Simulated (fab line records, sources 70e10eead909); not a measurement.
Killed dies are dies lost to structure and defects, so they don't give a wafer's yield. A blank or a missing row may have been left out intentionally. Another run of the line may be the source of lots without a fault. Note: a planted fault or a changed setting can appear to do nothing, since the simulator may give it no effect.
Matching of chambers | flow nand harc | NHARC_A_STAIRCASE_DEP_301 on pecvd-01 has 3 sister chambers
The step deposits SiON, target thk 30 nm. 6 wafers are shown with their chamber, then 11 later ones without.

## WAFERS, EACH WITH ITS CHAMBER
wafer  | chamber | showerhead vpp V (V) | heater power w (W)
L081.3 | 1       | 1111                 | 681
L081.5 | 1       | 1124                 | 683
L083.1 | 2       | 1020                 | 684
L083.2 | 0       | 1168                 | 897
L083.6 | 0       | 1170                 | 905
L089.1 | 2       | 1035                 | 672

## WAFERS WITH NO CHAMBER GIVEN
wafer  | showerhead vpp V (V) | heater power w (W)
L089.2 | 1116                 | 760
L089.6 | 1162                 | 761
L091.2 | 1120                 | 721
L091.3 | 1014                 | 689
L091.4 | 1099                 | 717
L093.1 | 1121                 | 683
L093.3 | 1036                 | 702
L093.4 | 1201                 | 825
L097.2 | 1175                 | 790
L097.3 | 1043                 | 628
L097.4 | 1019                 | 621

## THE CHAMBER EACH PASSED THROUGH
wafer  | from the rows above     | in truth
L089.2 | 1                       | 1
L089.6 | 1                       | 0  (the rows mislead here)
L091.2 | 1                       | 1
L091.3 | 2                       | 2
L091.4 | 1                       | 1
L093.1 | 1                       | 1
L093.3 | 2                       | 2
L093.4 | 0                       | 0
L097.2 | can't be placed: 0 or 1 | 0
L097.3 | 2                       | 2
L097.4 | 2                       | 2
9 of 11 placed correctly. Unplaceable from these rows: 1, with the true chamber sitting among the candidates in 1. 1 placed wrongly.
How it was worked out, from the rows above alone: a wafer's distance from a chamber is the root of the sum, over the readings, of the square of ((its reading less the chamber's mean) divided by the reading's scatter). The wafer belongs to the nearest chamber; if the next one is less than 2 further off, it can't be placed. For every chamber, the mean is computed from those of its wafers that are shown. The scatter is the square root of a quotient: the sum, over the shown wafers, of each reading's squared deviation from its chamber's mean, divided by wafers minus chambers.
